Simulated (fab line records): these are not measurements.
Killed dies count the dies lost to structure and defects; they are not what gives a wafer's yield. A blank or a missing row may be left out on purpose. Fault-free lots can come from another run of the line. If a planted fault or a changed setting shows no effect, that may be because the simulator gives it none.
Split-lot study / flow n5_finfet / 7 lots, 21 wafers read, on a route of 1938 steps

## ABOUT THE SPLIT
At N5_BEOL_M13_COAT_22 (resist thk 300 nm), the setting spin_rpm was moved away from the recipe's 2888 rpm on 8 of the 21 wafers read, by -10.4% to -3.8%. All remaining wafers had this setting at the recipe value.

The split's own step is where the reading is taken.

## THE READING
coat_of_BEOL_M13_COAT_22.thk_nm (the simulator's own value, which no gauge read), in nm, at N5_BEOL_M13_COAT_22 (resist thk 300 nm). The file gives no usual value for it. Here, 13 wafers ran the recipe; their average is 301.0 nm with a standard deviation of 0.55 nm.

wafer=L074.2; tool, chamber at the split=litho_track-02, 0; spin_rpm as run, rpm=2588; against the recipe=-10.4%; coat_of_BEOL_M13_COAT_22.thk_nm, nm=318.2; against lot-mates on the recipe=+16.6
wafer=L074.3; tool, chamber at the split=litho_track-02, 0; spin_rpm as run, rpm=2888; against the recipe=recipe; coat_of_BEOL_M13_COAT_22.thk_nm, nm=301.6; against lot-mates on the recipe=-
wafer=L074.5; tool, chamber at the split=litho_track-02, 0; spin_rpm as run, rpm=2888; against the recipe=recipe; coat_of_BEOL_M13_COAT_22.thk_nm, nm=301.6; against lot-mates on the recipe=-
wafer=L076.1; tool, chamber at the split=litho_track-05, 0; spin_rpm as run, rpm=2768; against the recipe=-4.2%; coat_of_BEOL_M13_COAT_22.thk_nm, nm=306.8; against lot-mates on the recipe=+6.6
wafer=L076.4; tool, chamber at the split=litho_track-05, 0; spin_rpm as run, rpm=2888; against the recipe=recipe; coat_of_BEOL_M13_COAT_22.thk_nm, nm=300.2; against lot-mates on the recipe=-
wafer=L076.6; tool, chamber at the split=litho_track-05, 0; spin_rpm as run, rpm=2768; against the recipe=-4.2%; coat_of_BEOL_M13_COAT_22.thk_nm, nm=306.4; against lot-mates on the recipe=+6.2
wafer=L077.1; tool, chamber at the split=litho_track-02, 0; spin_rpm as run, rpm=2777; against the recipe=-3.8%; coat_of_BEOL_M13_COAT_22.thk_nm, nm=305.6; against lot-mates on the recipe=no lot-mate on the recipe
wafer=L077.3; tool, chamber at the split=litho_track-02, 0; spin_rpm as run, rpm=2777; against the recipe=-3.8%; coat_of_BEOL_M13_COAT_22.thk_nm, nm=305.2; against lot-mates on the recipe=no lot-mate on the recipe
wafer=L077.5; tool, chamber at the split=litho_track-02, 0; spin_rpm as run, rpm=2777; against the recipe=-3.8%; coat_of_BEOL_M13_COAT_22.thk_nm, nm=305.2; against lot-mates on the recipe=no lot-mate on the recipe
wafer=L082.2; tool, chamber at the split=litho_track-02, 0; spin_rpm as run, rpm=2888; against the recipe=recipe; coat_of_BEOL_M13_COAT_22.thk_nm, nm=301.6; against lot-mates on the recipe=-
wafer=L082.3; tool, chamber at the split=litho_track-02, 0; spin_rpm as run, rpm=2888; against the recipe=recipe; coat_of_BEOL_M13_COAT_22.thk_nm, nm=300.4; against lot-mates on the recipe=-
wafer=L082.6; tool, chamber at the split=litho_track-02, 0; spin_rpm as run, rpm=2888; against the recipe=recipe; coat_of_BEOL_M13_COAT_22.thk_nm, nm=300.4; against lot-mates on the recipe=-
wafer=L086.1; tool, chamber at the split=litho_track-04, 0; spin_rpm as run, rpm=2707; against the recipe=-6.3%; coat_of_BEOL_M13_COAT_22.thk_nm, nm=311.6; against lot-mates on the recipe=+11.0
wafer=L086.2; tool, chamber at the split=litho_track-04, 0; spin_rpm as run, rpm=2707; against the recipe=-6.3%; coat_of_BEOL_M13_COAT_22.thk_nm, nm=309.6; against lot-mates on the recipe=+9.0
wafer=L086.5; tool, chamber at the split=litho_track-04, 0; spin_rpm as run, rpm=2888; against the recipe=recipe; coat_of_BEOL_M13_COAT_22.thk_nm, nm=300.6; against lot-mates on the recipe=-
wafer=L091.1; tool, chamber at the split=litho_track-04, 0; spin_rpm as run, rpm=2888; against the recipe=recipe; coat_of_BEOL_M13_COAT_22.thk_nm, nm=300.6; against lot-mates on the recipe=-
wafer=L091.2; tool, chamber at the split=litho_track-04, 0; spin_rpm as run, rpm=2888; against the recipe=recipe; coat_of_BEOL_M13_COAT_22.thk_nm, nm=301.2; against lot-mates on the recipe=-
wafer=L091.6; tool, chamber at the split=litho_track-04, 0; spin_rpm as run, rpm=2888; against the recipe=recipe; coat_of_BEOL_M13_COAT_22.thk_nm, nm=300.8; against lot-mates on the recipe=-
wafer=L097.1; tool, chamber at the split=litho_track-02, 0; spin_rpm as run, rpm=2888; against the recipe=recipe; coat_of_BEOL_M13_COAT_22.thk_nm, nm=301.6; against lot-mates on the recipe=-
wafer=L097.4; tool, chamber at the split=litho_track-02, 0; spin_rpm as run, rpm=2888; against the recipe=recipe; coat_of_BEOL_M13_COAT_22.thk_nm, nm=300.8; against lot-mates on the recipe=-
wafer=L097.5; tool, chamber at the split=litho_track-02, 0; spin_rpm as run, rpm=2888; against the recipe=recipe; coat_of_BEOL_M13_COAT_22.thk_nm, nm=301.8; against lot-mates on the recipe=-

THE FIT
A straight line over all 21 wafers: coat_of_BEOL_M13_COAT_22.thk_nm changes by -1.52 nm for each +1% of spin_rpm; r = -0.98; the points scatter about the line by 0.89 nm.
The same after taking each lot's own level away (the mean of its wafers on the recipe; 18 wafers): -1.59 nm for each +1%; r = -1.00; scatter 0.49 nm.
The reading moves by 17 nm for the largest change in spin_rpm, on that fit.
From 300.20 to 301.60 nm: that is the span of the lots' own levels, equal to 2.6 times the standard deviation above.
The two slopes agree, so the slope changes little with the lot-to-lot level.
Check: +16.4 nm against its lot-mates is what the line predicts for one of the wafers moved furthest among these (-10.4%) when that wafer is left out of the fit. It came out at +16.6 nm against them.

## OTHER SPLITS APPLIED TO THESE WAFERS
These wafers also went through other splits before the reading. Each is held against what the fit with the lots' levels taken away leaves over:
other split on the same wafers=N5_BEOL_M9_DEGAS_44 temp_c; wafers away from the commonest value=4; r with coat_of_BEOL_M13_COAT_22.thk_nm (lot level and that fit taken away)=+0.37
other split on the same wafers=N5_BEOL_M11_COAT_05 spin_rpm; wafers away from the commonest value=6; r with coat_of_BEOL_M13_COAT_22.thk_nm (lot level and that fit taken away)=+0.13
other split on the same wafers=N5_BEOL_M11_DESCUM_16 time_s; wafers away from the commonest value=7; r with coat_of_BEOL_M13_COAT_22.thk_nm (lot level and that fit taken away)=-0.03
other split on the same wafers=N5_BEOL_M11_TRENCH_ETCH_37 bias_w; wafers away from the commonest value=5; r with coat_of_BEOL_M13_COAT_22.thk_nm (lot level and that fit taken away)=-0.01
other split on the same wafers=N5_BEOL_M11_CURE_72 time_s; wafers away from the commonest value=4; r with coat_of_BEOL_M13_COAT_22.thk_nm (lot level and that fit taken away)=+0.40
other split on the same wafers=N5_BEOL_M13_ETCH_59 time_s; wafers away from the commonest value=2; r with coat_of_BEOL_M13_COAT_22.thk_nm (lot level and that fit taken away)=-0.37

## THE FILE'S OWN FIT
coat_of_BEOL_M13_COAT_22.thk_nm changes by -1.59 nm for each +1% of spin_rpm, r = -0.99.
